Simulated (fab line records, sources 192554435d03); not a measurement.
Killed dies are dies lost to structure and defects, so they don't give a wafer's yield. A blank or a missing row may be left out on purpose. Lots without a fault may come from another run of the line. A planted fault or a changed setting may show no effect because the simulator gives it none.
fab line records | flow n5_finfet
record lots=9 wafers=25 last_day=17
route steps=1938 shown BEOL_M2@844 BEOL_M4@1111 PASSIVATION@1936
lots that met no fault: from a run of the same line without faults
start_h: hours from the record's first day to the start of the lot's first wafer shown | wait_h: hours since the lot's step before | " the same as in the row above | L1.1+2: a row that stands for several wafers | - no value, or no start given | * or withheld: withheld | < > ~ a bound
route shown NAME@n: a module of which the file shows steps, and the number in the route of the first | usual: mean/standard deviation of fault-free wafers | same: alike in all rows | chamber/n: place in a boat | sites: the reading at each site | _std_site: their standard deviation | _edge_site: outer sites' mean less inner sites' | radius_mm: how far each site lies from the wafer's centre | mask NAME#n: copy n | behind: the tool/chamber that last shaped the wafer | hold: why the lot was held/for how many hours/how that ended | device: the transistor (n, p or np) that didn't switch | end of line: the same wafers' tests at the end of the route | a step without rows: its recipe alone | killed: dies lost to structure and defects at the first sort, not the wafer's yield | map: a wafer's dies, x killed, . not, _ none there
set.NAME: the setting as run; set.NAME@STEP: as run at that earlier step | model.NAME: the simulator's own value behind a step, which no gauge read
steps of the route over a sample of lots; a table a step, a row a wafer
services: from which hour (start_h, from the record's first day; less than 0 if before it) a tool's chamber was out of use, for how many hours, and why
## steps
# step N5_BEOL_M2_HM_DEP_02
# recipe material=TiN target_thk_a=200 temp_c=25 chamber_pressure_pa=0.49996
# usual throttle_valve_pct=30.2/0.93
# columns lot.wafer tool chamber start_h wait_h throttle_valve_pct
L968.3 pvd_sputter-03 - 143.10 0.1 30.4
L968.5 " - " " 31.1
L968.6 " - " " 30.1
L974.1 pvd_sputter-02 - 183.03 0.0 29.6
L974.4 " - " " 31.3
L975.1 pvd_sputter-02 - 186.31 0.1 30.4
L975.5 " - " " 31.3
L977.3 pvd_sputter-02 - 208.31 1.8 30.5
L977.5 " - " " 29.4
L977.6 " - " " 30.9
L984.2 pvd_sputter-03 - 242.17 2.0 28.4
L984.4 " - " " 30.5
L984.5 " - " " 30.3
L985.1 pvd_sputter-01 - 244.24 1.2 31.0
L985.5 " - " " 28.7
L985.6 " - " " 31.7
L986.1 pvd_sputter-03 - 255.13 1.4 30.1
L986.3 " - " " 31.0
L986.4 " - " " 29.0
L988.1 pvd_sputter-03 - 268.39 0.2 31.1
L988.3 " - " " 28.5
L988.6 " - " " 30.7
L989.3 pvd_sputter-03 - 270.85 1.7 30.7
L989.4 " - " " 30.2
L989.6 " - " " 28.4
# step N5_BEOL_M2_INSPECT_30
# recipe mode=adi inspect_instrument=brightfield
# usual raw_defect_count=427/90
# columns lot.wafer tool chamber start_h wait_h raw_defect_count
L968.3 defect_inspect-02 - 144.59 0.0 325
L968.5 " - " " 378
L968.6 " - " " 290
L974.1 defect_inspect-02 - 184.76 0.1 536
L974.4 " - " " 605
L975.1 defect_inspect-02 - 187.67 0.1 321
L975.5 " - " " 346
L977.3 defect_inspect-02 - 210.79 0.0 339
L977.5 " - " " 387
L977.6 " - " " 307
L984.2 defect_inspect-01 - 243.54 0.0 308
L984.4 " - " " 376
L984.5 " - " " 408
L985.1 defect_inspect-01 - 245.63 0.1 487
L985.5 " - " " 428
L985.6 " - " " 481
L986.1 defect_inspect-01 - 256.99 0.1 383
L986.3 " - " " 305
L986.4 " - " " 499
L988.1 defect_inspect-01 - 269.88 0.1 556
L988.3 " - " " 536
L988.6 " - " " 731
L989.3 defect_inspect-01 - 278.05 0.0 384
L989.4 " - " " 342
L989.6 " - " " 534
# step N5_BEOL_M2_ETCH_77
# recipe chemistry=N2/H2 target=underlayer target_depth_a=65 mask_material=CAR-EUV time_s=5.2 ion_energy_ev=200 pressure_mtorr=30 source_w=840 bias_w=150 n2_flow_sccm=200 h2_flow_sccm=200 ends=cleared
# usual drypump_motor_current_A=5.8/0.42 etch_rf_on_time_s=5.19/0.066 oes_product_au=0.69/0.067 rf_vpp_V=525.1/2.8 showerhead_plenum_p_Torr=2.59/0.088 throttle_valve_pct=17.66/0.24
# columns lot.wafer tool chamber start_h wait_h drypump_motor_current_A etch_rf_on_time_s oes_product_au rf_hours_counter_h rf_vpp_V showerhead_plenum_p_Torr throttle_valve_pct
L968.3 rie_diel-04 0 144.66 0.0 5.4 5.20 0.75 39 523.9 2.58 17.61
L968.5 " 0 " " 5.4 5.17 0.74 - 523.3 2.58 17.61
L968.6 " 1 " " 6.0 5.12 0.75 - 523.1 2.59 17.39
L974.1 rie_diel-05 2 184.85 0.0 5.8 5.16 0.77 23 524.5 2.60 17.19
L974.4 " 0 " " 5.1 5.08 0.78 17 529.7 2.72 17.86
L975.1 rie_diel-06 2 187.86 0.0 5.6 5.24 0.64 159 521.7 2.44 17.88
L975.5 " 3 " " 6.6 5.30 0.58 - 522.2 2.41 17.64
L977.3 rie_diel-05 2 210.98 0.0 5.8 5.18 0.76 33 525.9 2.59 17.21
L977.5 " 2 " " 5.8 5.21 0.75 - 527.4 2.59 17.21
L977.6 " 1 " " 5.7 5.16 0.63 - 526.1 2.66 17.65
L984.2 rie_diel-05 0 243.62 0.0 5.1 5.20 0.74 42 529.0 2.70 17.92
L984.4 " 2 " " 5.8 5.23 0.74 - 523.9 2.59 17.23
L984.5 " 0 " " 5.1 5.16 0.73 - 527.6 2.70 17.88
L985.1 rie_diel-04 0 245.82 0.0 5.4 5.18 0.71 71 523.2 2.57 17.65
L985.5 " 3 " " 5.6 5.07 0.77 - 524.9 2.59 17.50
L985.6 " 2 " " 5.9 5.08 0.68 - 524.1 2.56 18.08
L986.1 rie_diel-05 1 257.15 0.0 5.6 5.24 0.61 169 526.8 2.65 17.70
L986.3 " 2 " " 5.8 5.22 0.73 53 525.0 2.59 17.25
L986.4 " 0 " " 5.1 5.25 0.71 48 526.5 2.70 17.93
L988.1 rie_diel-05 3 269.95 0.0 5.9 5.25 0.79 11 524.4 2.50 17.63
L988.3 " 2 " " 5.8 5.24 0.72 59 523.6 2.58 17.27
L988.6 " 1 " " 5.7 5.16 0.61 - 525.1 2.64 17.70
L989.3 rie_diel-04 1 278.12 0.0 6.0 5.14 0.70 94 526.2 2.57 17.44
L989.4 " 3 " " 5.6 5.10 0.75 43 525.9 2.58 17.51
L989.6 " 1 " " 6.0 5.12 0.70 - 525.2 2.57 17.47
# step N5_BEOL_M2_ALD_98
# recipe material=SiO2 target_thk_a=25 temp_c=100 ald_precursor_family=BDEAS ald_co_reactant=O2-plasma pulse_time_s=1 co_reactant_pulse_time_s=1 purge_time_s=2 co_reactant_purge_time_s=2 ald_cycles=17 pressure_torr=2
# usual heater_power_w=76/7.3 precursor_pulse_height_rel=1.001/0.02
# same co_reactant_pulse_time_s=1 pulse_time_s=1
# columns lot.wafer tool chamber start_h wait_h heater_power_w precursor_pulse_height_rel since_wet_clean_h
L968.3 ald_sin-02 3 144.76 0.1 85 1.003 334
L968.5 " 0 " " 68 0.986 -
L968.6 " 1 " " 82 1.002 -
L974.1 ald_sin-01 2 185.13 0.2 84 0.993 280
L974.4 " 1 " " 71 0.976 280
L975.1 ald_sin-01 2 188.06 0.2 86 1.039 283
L975.5 " 1 " " 72 1.023 -
L977.3 ald_sin-03 2 211.09 0.1 63 0.967 111
L977.5 " 0 " " 79 1.014 -
L977.6 " 3 " " 71 0.960 -
L984.2 ald_sin-03 2 243.72 0.1 62 1.006 144
L984.4 " 0 " " 81 1.021 144
L984.5 " 0 " " 79 0.996 -
L985.1 ald_sin-03 0 245.92 0.1 81 0.996 146
L985.5 " 3 " " 71 1.029 -
L985.6 " 0 " " 79 1.025 -
L986.1 ald_sin-03 1 257.27 0.1 74 1.010 158
L986.3 " 2 " " 63 0.985 158
L986.4 " 0 " " 79 0.991 158
L988.1 ald_sin-03 2 271.25 1.2 63 1.037 172
L988.3 " 1 " " 74 0.996 172
L988.6 " 3 " " 71 0.986 -
L989.3 ald_sin-02 3 278.22 0.1 84 1.032 87
L989.4 " 1 " " 80 0.988 87
L989.6 " 2 " " 79 1.022 -
# step N5_BEOL_M2_OCD_MEAS_38
# usual trench_depth_nm=55.7/0.9
# columns lot.wafer tool chamber start_h wait_h trench_depth_nm
L968.3 ocd-01 - 149.76 - 56.0
L968.5 " - " " 55.3
L968.6 " - " " 55.4
L974.1 ocd-01 - 185.76 - 55.6
L974.4 " - " " 47.5
L975.1 ocd-01 - 189.68 - 55.8
L975.5 " - " " 43.3
L977.3 ocd-01 - 214.02 - 54.8
L977.5 " - " " 43.5
L977.6 " - " " 54.9
L984.2 ocd-02 - 246.30 - 55.3
L984.4 " - " " 55.0
L984.5 " - " " 55.7
L985.1 ocd-01 - 246.44 - 56.5
L985.5 " - " " 55.9
L985.6 " - " " 57.1
L986.1 ocd-01 - 267.81 - 55.5
L986.3 " - " " 55.5
L986.4 " - " " 55.5
L988.1 ocd-01 - 279.55 - 56.0
L988.3 " - " " 54.5
L988.6 " - " " 56.3
L989.3 ocd-01 - 282.77 - 56.2
L989.4 " - " " 56.7
L989.6 " - " " 55.2
# step N5_BEOL_M4_RC_MEAS_101
# usual CHAIN_V1_max_site=242/8.9 CHAIN_V2_max_site=238/7.6 DIBL_N=36.3/1.4 DIBL_P=36.2/1.5 IOFF_N=0.160/0.021 IOFF_P=0.211/0.027 ION_N=676/7.7 ION_P=463/5.5 SERP_M2_max_site=206/15 SS_N=71.4/0.57 SS_P=73.3/0.58 VT_N=249.3/2.5 VT_P=-250.1/2.6
# columns lot.wafer tool chamber start_h wait_h CHAIN_V1_max_site[ohm/link] CHAIN_V2_max_site[ohm/link] DIBL_N[mV/V] DIBL_P[mV/V] IOFF_N[nA/um] IOFF_P[nA/um] ION_N[uA/um] ION_P[uA/um] SERP_M2_max_site[ohm/um] SS_N[mV/dec] SS_P[mV/dec] VT_N[mV] VT_P[mV]
L968.3 prober-01 0 186.48 0.3 240 232 34.7 35.4 0.147 0.193 674 461 194 70.8 72.1 249.7 -250.8
L968.5 " 0 " " 249 236 35.4 35.5 0.154 0.193 673 457 214 71.6 73.2 250.8 -250.3
L968.6 " 0 " " 249 238 35.9 36.0 0.162 0.212 676 463 196 71.6 72.9 249.0 -249.7
L974.1 prober-01 0 217.77 0.0 246 236 35.9 37.6 0.178 0.229 687 463 200 71.1 73.7 248.4 -251.9
L974.4 " 0 " " ~571 ~571 35.3 36.3 0.157 0.213 672 461 ~5.4054e+05 70.7 73.3 251.2 -250.3
L975.1 prober-02 0 222.49 0.0 250 242 34.5 35.8 0.155 0.194 687 471 209 71.6 72.5 249.1 -251.3
L975.5 " 0 " " ~571 ~571 34.8 36.1 0.159 0.199 690 467 ~5.4054e+05 71.2 73.2 249.1 -253.2
L977.3 prober-01 0 238.67 0.3 241 227 34.4 35.3 0.131 0.202 670 464 210 71.1 72.9 252.5 -251.6
L977.5 " 0 " " ~571 ~571 36.0 37.7 0.168 0.234 674 470 ~5.4054e+05 71.9 74.5 247.5 -246.9
L977.6 " 0 " " 234 241 35.0 35.8 0.136 0.205 660 456 208 71.7 73.6 252.5 -250.2
L985.1 prober-02 0 276.11 0.0 225 246 35.1 33.6 0.140 0.178 667 459 186 70.2 72.8 251.3 -250.3
L985.5 " 0 " " 243 237 35.0 34.5 0.153 0.185 680 460 211 71.4 73.0 246.7 -255.1
L985.6 " 0 " " 230 248 34.2 33.2 0.135 0.174 668 455 193 70.4 72.7 249.4 -253.7
L984.2 prober-02 0 283.61 0.2 249 230 35.0 34.3 0.146 0.194 679 467 213 70.6 72.6 249.2 -249.9
L984.4 " 0 " " 252 244 35.2 34.6 0.144 0.202 667 462 218 70.2 72.6 249.8 -249.2
L984.5 " 0 " " 241 245 38.0 37.7 0.191 0.251 679 467 207 70.8 73.4 243.9 -248.9
L986.1 prober-02 0 296.92 0.0 255 245 36.2 37.0 0.155 0.210 681 465 226 71.0 72.6 248.7 -248.2
L986.3 " 0 " " 244 237 33.3 34.4 0.112 0.168 667 460 202 70.5 72.3 252.3 -251.6
L986.4 " 0 " " 254 233 35.4 36.0 0.134 0.185 676 465 207 71.1 72.1 250.8 -252.4
L988.1 prober-01 0 308.31 0.0 244 240 36.9 37.2 0.179 0.233 680 468 221 71.7 73.4 249.0 -246.6
L988.3 " 0 " " 246 237 36.1 36.4 0.162 0.231 683 469 218 71.4 74.0 249.9 -250.1
L988.6 " 0 " " 246 246 37.2 37.9 0.189 0.242 687 471 220 72.7 74.3 247.6 -248.8
L989.3 prober-01 0 313.48 0.3 231 235 36.2 36.6 0.155 0.221 673 465 186 71.6 74.1 250.7 -249.9
L989.4 " 0 " " 224 232 35.2 34.4 0.125 0.181 660 451 188 70.8 73.0 253.3 -250.6
L989.6 " 0 " " 235 236 37.5 37.0 0.157 0.228 673 460 194 71.8 74.3 250.6 -249.8
# step N5_PASSIVATION_PROBE_49
# usual defect_limited_yield=91.3/1.4 killed_at_M0_to_M3=34/10 killed_at_M4_up=13/4.8 killed_at_contacts=12/6.1 killed_at_front_end=40/11 killed_at_other=3.7/2.8 killed_dies=103/16 killed_on_rim=13/3.6 killed_open=67/12 killed_short=34/7.4 sort_bin_5_function=5.1/0.95 sort_bin_6_memory=3.2/0.62 sort_n_pass=1077/16 sort_yield_pct=91.3/1.4
# same gross_dies=1180 killed_at_back_side=0 sort_bin_4_leakage[%]=0 sort_bin_8_speed[%]=0
# columns lot.wafer tool chamber start_h wait_h defect_limited_yield[%] killed_at_M0_to_M3 killed_at_M4_up killed_at_contacts killed_at_front_end killed_at_other killed_dies killed_on_rim killed_open killed_short sort_bin_5_function[%] sort_bin_6_memory[%] sort_n_pass sort_yield_pct[%]
L974.1 prober-02 - 307.39 0.0 91.2 30 15 16 37 6 104 13 78 25 5.9 2.9 1076 91.2
L974.4 prober-02 - 307.54 0.2 75.3 249 10 5 24 3 291 43 40 28 22.1 2.0 889 75.3
L975.1 prober-01 - 323.44 0.0 90.8 24 13 10 57 4 108 15 66 42 5.1 3.8 1072 90.8
L975.5 prober-01 - 323.64 0.2 69.2 293 21 11 37 2 364 88 84 37 27.5 2.6 816 69.2
L977.3 prober-02 - 337.36 0.1 90.7 37 15 9 43 6 110 15 68 37 4.6 4.2 1070 90.7
L977.5 prober-02 - 337.46 0.2 74.7 227 7 9 54 2 299 117 78 30 20.9 4.1 881 74.7
L977.6 prober-02 - 337.51 0.3 93.1 27 11 1 38 4 81 10 57 21 3.8 2.6 1099 93.1
# killed by level:class
L974.1 MOL_CONTACT_COAG:geometric_particle:open=12 BEOL_M1:geometric_particle:open=12 FIN_SAQP:geometric_particle:short=8 BEOL_M2:geometric_particle:open=8 GATE_CUT:geometric_particle:open=8 BEOL_M4:geometric_particle:open=7 PAD_METAL:geometric_particle:open=4 ILD0:geometric_particle:open=4
L974.4 BEOL_M2:area_open=221 BEOL_M1:geometric_particle:open=6 MOL_CONTACT_COAG:geometric_particle:open=5 BEOL_M2:geometric_particle:short=5 GATE_CUT:geometric_particle:short=4 GATE_CUT:geometric_particle:open=4 BEOL_M3:geometric_particle:open=4 FIN_SAQP:geometric_particle:short=3
L975.1 FIN_SAQP:geometric_particle:open=19 FIN_SAQP:geometric_particle:short=14 MOL_CONTACT_COAG:geometric_particle:open=8 BEOL_M0_SAQP:geometric_particle:short=8 BEOL_M3:geometric_particle:open=7 DUMMY_GATE:geometric_particle:open=5 BEOL_M4:geometric_particle:short=5 STI_FIN_REVEAL:geometric_particle:open=3
L975.5 BEOL_M2:area_open=242 BEOL_M0_SAQP:geometric_particle:short=16 BEOL_M0_SAQP:geometric_particle:open=13 DUMMY_GATE:geometric_particle:open=8 MOL_CONTACT_COAG:geometric_particle:open=8 FIN_SAQP:geometric_particle:open=7 BEOL_M3:geometric_particle:open=7 BEOL_M1:geometric_particle:open=7
L977.3 FIN_SAQP:geometric_particle:short=11 FIN_SAQP:geometric_particle:open=9 BEOL_M2:geometric_particle:open=9 MOL_CONTACT_COAG:geometric_particle:open=8 BEOL_M1:geometric_particle:open=6 BEOL_M4:geometric_particle:open=6 BEOL_M0_SAQP:geometric_particle:short=5 STI_FIN_REVEAL:geometric_particle:open=4
L977.5 BEOL_M2:area_open=189 STI_FIN_REVEAL:geometric_particle:open=19 FIN_SAQP:geometric_particle:open=9 BEOL_M0_SAQP:geometric_particle:open=9 BEOL_M2:geometric_particle:open=9 MOL_CONTACT_COAG:geometric_particle:open=7 BEOL_M1:geometric_particle:open=6 GATE_CUT:geometric_particle:open=5
L977.6 STI_FIN_REVEAL:geometric_particle:open=8 FIN_SAQP:geometric_particle:open=7 BEOL_M2:geometric_particle:open=6 BEOL_M0:geometric_particle:open=5 BEOL_M1:geometric_particle:open=5 GATE_CUT:geometric_particle:short=4 BEOL_M0_SAQP:geometric_particle:open=4 BEOL_M4:geometric_particle:open=4
## services
# columns tool chamber start_h hours kind
rie_diel-05 2 132.80 6.0 repair
rie_diel-04 3 137.04 - clean
rie_diel-04 3 137.04 - consumable_replace:focus_ring
rie_diel-04 3 137.04 17.2 scheduled_down
rie_diel-04 3 137.04 17.2 vent_cycle
ald_sin-02 - 151.52 6.0 pm
pvd_sputter-02 - 153.37 1.0 repair
pvd_sputter-03 - 169.70 3.3 repair
ald_sin-02 - 177.52 14.0 pm
ald_sin-02 0 177.52 14.0 vent_cycle
ald_sin-02 1 177.52 14.0 vent_cycle
ald_sin-02 2 177.52 14.0 vent_cycle
ald_sin-02 3 177.52 14.0 vent_cycle
ald_sin-01 2 201.46 2.2 repair
rie_diel-05 3 204.47 - clean
rie_diel-05 3 204.47 - consumable_replace:focus_ring
rie_diel-05 3 204.47 40.2 scheduled_down
rie_diel-05 3 204.47 40.2 vent_cycle
ald_sin-02 - 216.71 1.4 repair
ald_sin-01 0 220.47 15.2 repair
ald_sin-02 1 226.62 1.5 repair
ald_sin-03 3 265.01 4.2 repair
ald_sin-03 - 267.83 1.2 repair
ald_sin-01 - 269.45 14.0 pm
## key
first_sign step=N5_BEOL_M2_OCD_MEAS_38 reading=trench_depth_nm direction=down sigmas=12 usual=55.7 struck=44.7
effect step=N5_BEOL_M4_RC_MEAS_101 reading=SERP_M2_max_site direction=up sigmas=99+ usual=206 struck=~5.4054e+05
effect step=N5_BEOL_M4_RC_MEAS_101 reading=CHAIN_V2_max_site direction=up sigmas=44 usual=238 struck=~571
effect step=N5_BEOL_M4_RC_MEAS_101 reading=CHAIN_V1_max_site direction=up sigmas=37 usual=242 struck=~571
effect step=N5_PASSIVATION_PROBE_49 reading=killed_at_M0_to_M3 direction=up sigmas=22 usual=34 struck=256
more_kills_born_at N5_BEOL_M2_HM_OPEN_17@rie_metal-01=463 N5_BEOL_M2_HM_OPEN_17@rie_metal-03=189
met_at N5_BEOL_M2_HM_DEP_02
struck_lots L974,L975,L977
struck_wafers L974.4,L975.5,L977.5
not_acting_at N5_BEOL_M2_INSPECT_30,N5_BEOL_M2_ETCH_77,N5_BEOL_M2_ALD_98
fault kind=process_parameter_drift tool=pvd_sputter-02 chamber=- onset_h=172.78 steps=N5_BEOL_M2_HM_DEP_02 channel=target_thk_a offset=* shape=step end_h=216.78 scope=struck_wafers_only acts_in=* stated=*
